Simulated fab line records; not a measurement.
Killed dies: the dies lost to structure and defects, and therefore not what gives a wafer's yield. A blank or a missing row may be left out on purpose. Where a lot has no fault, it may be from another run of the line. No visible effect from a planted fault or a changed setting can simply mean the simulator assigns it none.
Comparing a struck lot with a sound one / flow nand-harc / 14 out of 1302 route steps
Sound: wafers L741.3, L741.5, L741.6. Wafers struck: L744.3, L744.6. The cause is named last.
At each step with rows: each side's tool, then ch and its chambers, then its first start. Under that, the readings that differ: sound wafers / struck wafers / difference of the means / sigmas: that difference in standard deviations of wafers without a fault.
alike: readings with means less than 2 such deviations apart, plus words and numbers identical on both sides. not compared: withheld readings, readings lacking a value on some wafer, bounds such as >300 that could conceal the same value, and numbers that have no deviation in the record and whose values overlap.
Wherever a step has rows on one side only, a row that says differs or no value, or a row with sigmas, the two part there. Numbers that don't overlap but have no deviation are shown without sigmas and don't part them. Lack of a reading on every wafer of one side parts them only where that side has two or more wafers.

first, 1 step without rows for these wafers: NHARC_A_ONON_D1_DEP_09 (target thk 1000 nm).
NHARC_A_ONON_D1_THK_MEAS_11: measures by ellipsometry.
  sound on film-metro-01 at day 10 05:49; struck on film-metro-01 at day 11 02:20
  alike: thk-nm
after that, 1 step with no rows for these wafers: NHARC_A_ONON_D1_DEP_12 (target thk 1000 nm).
NHARC_A_ONON_D1_THK_MEAS_14: measures by ellipsometry.
  sound on film-metro-02 at day 10 06:23; struck on film-metro-02 at day 11 02:53
  alike: thk-nm
then, 2 steps without rows for these wafers: NHARC_A_ONON_D1_ANNEAL_15 (time 3600 s); NHARC_A_ONON_D1_DEP_16 (target thk 1000 nm).
NHARC_A_ONON_D1_THK_MEAS_18: measures by ellipsometry.
  sound on film-metro-02 at day 10 13:03; struck on film-metro-02 at day 11 10:32
  alike: thk-nm
after that, 1 step with no rows for these wafers: NHARC_A_ONON_D1_DEP_19 (target thk 1000 nm).
NHARC_A_ONON_D1_THK_MEAS_21: measures by ellipsometry.
  sound on film-metro-02 at day 10 13:44; struck on film-metro-02 at day 11 11:07
  alike: thk-nm
after that, 1 step with no rows for these wafers: NHARC_A_ONON_D1_DEP_22 (target thk 1000 nm).
NHARC_A_ONON_D1_THK_MEAS_24: measures by ellipsometry.
  sound on film-metro-01 at day 10 14:19; struck on film-metro-02 at day 11 11:41
  alike: thk-nm
NHARC_A_ONON_D1_DEP_25: target thk 1000 nm.
  sound on pecvd-onon-02 ch 0, day 10 14:29; struck on pecvd-onon-04 ch 0, day 11 11:51
NHARC_A_ONON_D1_THK_MEAS_27: measures by ellipsometry.
  sound on film-metro-01 at day 10 14:52; struck on film-metro-01 at day 11 12:15
reading=thk-nm (nm); sound=994 992 994; struck=935 932; difference=-60; sigmas=-7
after that, 1 step with no rows for these wafers: NHARC_A_ONON_D1_DEP_28 (target thk 1000 nm).

WHERE THEY PART
Only at NHARC_A_ONON_D1_THK_MEAS_27, as far as this record shows.

WHY: whatever the simulator had introduced
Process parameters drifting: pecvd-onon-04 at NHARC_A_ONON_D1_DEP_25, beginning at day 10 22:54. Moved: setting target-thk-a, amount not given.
